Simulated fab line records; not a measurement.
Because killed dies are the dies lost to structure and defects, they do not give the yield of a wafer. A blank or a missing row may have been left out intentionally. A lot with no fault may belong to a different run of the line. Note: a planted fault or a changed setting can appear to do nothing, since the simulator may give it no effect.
Matching of chambers + flow nand_harc + NHARC_A_STAIRCASE_DEP_322 on pecvd-03 has 3 sister chambers
The step deposits SiO2, target thk 3800 nm. 3 wafers are shown with their chamber, then 8 later ones without.

## WAFERS PAIRED WITH THEIR CHAMBERS
| wafer  | chamber | heater_power_w (W) |
|--------|---------|--------------------|
| L085.4 | 1       | 684                |
| L085.5 | 0       | 500                |
| L090.1 | 2       | 862                |

## WAFERS WITH NO CHAMBER GIVEN
| wafer  | heater_power_w (W) |
|--------|--------------------|
| L090.2 | 784                |
| L090.5 | 513                |
| L094.1 | 521                |
| L094.2 | 829                |
| L094.3 | 883                |
| L095.1 | 522                |
| L095.4 | 733                |
| L095.5 | 693                |

## THE CHAMBER EACH PASSED THROUGH
| wafer  | from the rows above     | in truth                   |
|--------|-------------------------|----------------------------|
| L090.2 | can't be placed: 2 or 1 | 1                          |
| L090.5 | 0                       | 0                          |
| L094.1 | 0                       | 0                          |
| L094.2 | 2                       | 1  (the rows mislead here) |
| L094.3 | 2                       | 2                          |
| L095.1 | 0                       | 0                          |
| L095.4 | 1                       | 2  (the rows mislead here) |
| L095.5 | 1                       | 1                          |
Placed correctly: 5 of 8. Can't be placed from these rows: 1 (the true chamber is among the candidates in 1). Number placed wrongly: 2.
How it was worked out, from the rows above alone: a wafer's distance from a chamber is the root of the sum, over the readings, of the square of ((its reading less the chamber's mean) divided by the reading's scatter). The wafer belongs to the nearest chamber; if the next one is less than 2 further off, it can't be placed. A chamber's mean is the mean of its shown wafers. The scatter: with one shown wafer a chamber, the root of the mean of the squares of how far each hidden wafer lies from its nearest shown one.
